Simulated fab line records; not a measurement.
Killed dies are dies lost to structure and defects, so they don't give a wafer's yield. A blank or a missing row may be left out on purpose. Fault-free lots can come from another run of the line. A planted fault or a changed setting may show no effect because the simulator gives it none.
Chamber matching	flow nand-harc	NHARC_A_CHANNEL_HOLE_D1_DEP_01 on pecvd-01 has 3 sister chambers
The step deposits SiON, target thk 140 nm. 3 wafers are shown with their chamber, then 8 later ones without.

## WAFERS, EACH WITH ITS CHAMBER
wafer	chamber	heater-power-w (W)
L533.4	2	670
L543.5	1	602
L547.1	0	787

## WAFERS MISSING THEIR CHAMBER
wafer	heater-power-w (W)
L547.2	650
L547.3	727
L548.1	662
L548.3	651
L548.5	688
L550.2	633
L550.3	632
L550.6	654

## CHAMBER TAKEN BY EACH
wafer	from the rows above	in truth
L547.2	can't be placed: 2 or 1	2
L547.3	can't be placed: 2 or 0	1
L548.1	can't be placed: 2 or 1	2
L548.3	can't be placed: 2 or 1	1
L548.5	2	2
L550.2	can't be placed: 1 or 2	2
L550.3	can't be placed: 1 or 2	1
L550.6	can't be placed: 2 or 1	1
Correctly placed: 1 of 8. From these rows, 7 cannot be placed; in 6 the true chamber is one of the candidates. Wrongly placed: 0.
How it was worked out, from the rows above alone: a wafer's distance from a chamber is the root of the sum, over the readings, of the square of ((its reading less the chamber's mean) divided by the reading's scatter). The wafer belongs to the nearest chamber; if the next one is less than 2 further off, it can't be placed. A chamber's mean is the mean of its shown wafers. The scatter (one wafer shown for each chamber): square how far every hidden wafer sits from the nearest shown wafer, average those squares and take the square root.
